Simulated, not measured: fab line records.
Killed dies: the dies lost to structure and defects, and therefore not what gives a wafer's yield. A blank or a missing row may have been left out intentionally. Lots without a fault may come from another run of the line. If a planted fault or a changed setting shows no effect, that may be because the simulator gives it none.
Split-lot trial    flow n5 finfet    on a route of 1938 steps: 7 lots, 21 wafers read

SPLIT DETAILS
At N5_SD_EPI_P_COAT_03 (resist thk 150 nm), the setting spin rpm was moved away from the recipe's 1500 rpm on 7 of the 21 wafers read, by -10.9% to +8.5%. The other wafers ran this setting at the recipe's value.

FROM THE SPLIT ON TO THE READING: in between, the file shows 1 step
- N5_SD_EPI_P_DESCUM_14: chemistry O2, time 7.9 s (also split here: time s)

THE READING
CAR-ArF-block_of_SD_EPI_P_COAT_03.thk nm (the simulator's own value, which no gauge read), in nm, at N5_SD_EPI_P_ETCH_36 (etches SiARC in CF4, target depth 45.5 nm, time 75.8 s). There is no usual value for it anywhere in the file. The 14 wafers here that ran the recipe average 111.4 nm, standard deviation 0.59 nm.

wafer   tool, chamber at the split  spin rpm as run, rpm  against the recipe  CAR-ArF-block_of_SD_EPI_P_COAT_03.thk nm, nm  against lot-mates on the recipe
L074.1  litho track-03, 0           1500                  recipe              111.6                                         -
L074.2  litho track-03, 0           1500                  recipe              112.6                                         -
L074.4  litho track-03, 0           1500                  recipe              112.6                                         -
L077.1  litho track-04, 0           1500                  recipe              111.4                                         -
L077.5  litho track-04, 0           1500                  recipe              111.4                                         -
L077.6  litho track-04, 0           1337                  -10.9%              120                                           +8.6
L079.1  litho track-05, 0           1427                  -4.9%               114.6                                         +3.8
L079.2  litho track-05, 0           1427                  -4.9%               115.6                                         +4.8
L079.3  litho track-05, 0           1500                  recipe              110.8                                         -
L080.1  litho track-03, 0           1500                  recipe              111.2                                         -
L080.4  litho track-03, 0           1500                  recipe              111.6                                         -
L080.6  litho track-03, 0           1500                  recipe              111                                           -
L084.2  litho track-04, 0           1337                  -10.9%              119.8                                         +9.1
L084.3  litho track-04, 0           1500                  recipe              110.4                                         -
L084.6  litho track-04, 0           1500                  recipe              111                                           -
L090.2  litho track-04, 0           1500                  recipe              111.2                                         -
L090.4  litho track-04, 0           1500                  recipe              111                                           -
L090.5  litho track-04, 0           1337                  -10.9%              120.2                                         +9.1
L092.1  litho track-05, 0           1500                  recipe              111.4                                         -
L092.2  litho track-05, 0           1627                  +8.5%               104.6                                         -6.8
L092.3  litho track-05, 0           1627                  +8.5%               104.4                                         -7.0

THE FIT
A straight line over all 21 wafers: CAR-ArF-block_of_SD_EPI_P_COAT_03.thk nm changes by -0.798 nm for each +1% of spin rpm; r = -0.99; the points scatter about the line by 0.54 nm.
The same after taking each lot's own level away (the mean of its wafers on the recipe; 21 wafers): -0.824 nm for each +1%; r = -1.00; scatter 0.32 nm.
That fit puts the effect of the largest move of spin rpm on the reading at 9 nm.
The lots' own levels span 110.70 to 112.27 nm, that is 2.7 times the standard deviation above.
The two slopes are in agreement: the lot-to-lot level therefore moves the slope only a little.
Check: +9.1 nm against its lot-mates is what the line predicts for one of the wafers moved furthest among these (-10.9%) when that wafer is left out of the fit. It came out at +8.6 nm against them.

THE OTHER SPLITS THESE WAFERS WENT THROUGH
Other splits were also applied to these wafers ahead of the reading. Each is held against what the fit with the lots' levels taken away leaves over:
other split on the same wafers            wafers away from the commonest value  r with CAR-ArF-block_of_SD_EPI_P_COAT_03.thk nm (lot level and that fit taken away)
N5_WELL_APT_EXPOSE_22 dose mj             5                                     -0.09
N5_WELL_APT_PEB_23 peb temp c             8                                     -0.03
N5_WELL_APT_DESCUM_30 time s              5                                     -0.03
N5_PMOS_HMC_CHANNEL_EPI_HM_DEP_34 time s  4                                     +0.15
N5_FIN_CUT_EXPOSE_05 dose mj              7                                     +0.10
N5_FIN_CUT_ETCH_21 time s                 9                                     -0.07
N5_SD_EPI_N_ETCH_16 target depth a        8                                     -0.01
N5_SD_EPI_P_DESCUM_14 time s              7                                     -0.33

THE WHOLE CHAIN: every reading that the file lists as answering this split, in the file's order
step                   what it does                                            reading                                                                                    change (the file's fit)                r (the file's)
N5_SD_EPI_P_COAT_03    resist thk 150 nm                                       CAR-ArF-block_of_SD_EPI_P_COAT_03.thk nm (the simulator's own value, which no gauge read)  -0.805 nm for each +1% of the setting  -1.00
N5_SD_EPI_P_DESCUM_14  chemistry O2, time 7.9 s                                CAR-ArF-block_of_SD_EPI_P_COAT_03.thk nm (the simulator's own value, which no gauge read)  -0.828 nm for each +1% of the setting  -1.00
N5_SD_EPI_P_ETCH_36    etches SiARC in CF4, target depth 45.5 nm, time 75.8 s  CAR-ArF-block_of_SD_EPI_P_COAT_03.thk nm (the simulator's own value, which no gauge read)  -0.824 nm for each +1% of the setting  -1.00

FILE'S OWN FIT
CAR-ArF-block_of_SD_EPI_P_COAT_03.thk nm changes by -0.824 nm for each +1% of spin rpm, r = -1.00.
